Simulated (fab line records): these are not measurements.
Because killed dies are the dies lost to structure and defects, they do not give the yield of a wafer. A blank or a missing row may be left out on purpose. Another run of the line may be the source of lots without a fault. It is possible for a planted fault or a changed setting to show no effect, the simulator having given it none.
Problem report in the 8D (eight disciplines) form, filled by code :: flow nand_harc :: the parts of the form that need people (team, actions taken, sign-off) are left out

== 1. WHAT IS WRONG ==
Wafers without a fault read 499.2 nm, standard deviation 2.3; cd_nm at NHARC_P_ZERO_WELL_CD_MEAS_11 reads a mean of 487.4 nm on 4 wafers belonging to 3 lots. Measured from the usual mean, that is -5.1 standard deviations.
The step: target cd 500 nm.
The first sign was on wafer L998.3 at day 3 13:07, on cd_sem-03. Wafers with a number at this step in the record: 42, from 15 lots. Rule for "out", or "out of limits": more than 4 standard deviations from the usual mean. Any other wafer with a number is counted as sound.

== 2. WHAT THIS IS AND IS NOT ==
question: which readings at this step
is: cd_nm
is not: -

question: which lots
is: L101, L998, L999
is not: L100, L105, L109, L110, L113, L990, L991, L992, L993, L994, L995, L997

question: which wafers of those lots
is: L101.3, L101.4, L998.3, L999.4
is not: L998.2, L999.2

question: read on which gauges
is: cd_sem-02, cd_sem-03
is not: cd_sem-01

question: when
is: from day 3 13:07
is not: up to then (22 sound wafers); but 16 sound wafers of L100, L105, L109, L110, L113, L999 came after

== 3. THE SUSPECTS, EACH WITH WHAT RULES IT OUT ==
Counting: any tool at a process step up to the reading remains a suspect provided it ran every lot that is out. Sound lots after the first of them don't rule it out here, since some wafers of a struck lot are sound.
- the gauge at NHARC_P_ZERO_WELL_CD_MEAS_11: ruled out. The wafers that are out were read on 2 gauges (cd_sem-02, cd_sem-03).
- litho_track-02 at NHARC_P_ZERO_WELL_PEB_09 (peb time 80 s): kept. Every lot that is out went through it, the first being L998 (day 3 13:02); the last sound lot it ran before that was L997 (day 3 07:10). On those wafers its own readings are out: heater_power_total_W.
After counting, what remains is litho_track-02 at NHARC_P_ZERO_WELL_PEB_09.

== 4. THE CAUSE (what the simulator had put in) ==
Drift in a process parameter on litho_track-02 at NHARC_P_ZERO_WELL_PEB_09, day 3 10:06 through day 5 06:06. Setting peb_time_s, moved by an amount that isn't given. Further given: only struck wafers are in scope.
This tool alone remained once counting was done.

== 5. THE CHAIN OF EFFECTS, in route order ==
One row per reading whose mean, taken over the struck wafers that have a number, lies over 3 standard deviations from the usual. Readings are gone through only where the record gives a usual standard deviation; hours: the median, over the lots, of the time from a lot's start at the first step in this table giving one to that lot's start at this step; sigmas: the change measured in usual standard deviations.
hours: 0
step: NHARC_P_ZERO_WELL_PEB_09
reading: heater_power_total_W
usual: 189.7 W
on struck wafers: 212.7
change: +23.0
sigmas: +29

hours: 0
step: NHARC_P_ZERO_WELL_CD_MEAS_11
reading: cd_nm
usual: 499.2 nm
on struck wafers: 487.4
change: -11.8
sigmas: -5.1
Its process steps:
- NHARC_P_ZERO_WELL_PEB_09: peb time 80 s.
Later measuring or inspecting steps at which every struck wafer that the step has a row for has a number for every such reading, and none has moved that far: NHARC_P_ZERO_WELL_INSPECT_43, NHARC_P_STI_INSPECT_11, NHARC_END_SORT_01.

== 6. WHAT WOULD HAVE CAUGHT IT SOONER ==
Counted from the fault's start at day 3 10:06, it took 3 hours until the first out-of-limits reading at a measuring or inspecting step in this record, taken at day 3 13:07.
The tool's own readings at NHARC_P_ZERO_WELL_PEB_09 were out on every struck wafer that the step has a row for (heater_power_total_W): an alarm limit on them would have fired on the first of those.
L999, L101, from the lots that are out (3), started NHARC_P_ZERO_WELL_PEB_09 on litho_track-02 later than day 3 13:07. A hold on the tool at that time would have spared those 2.
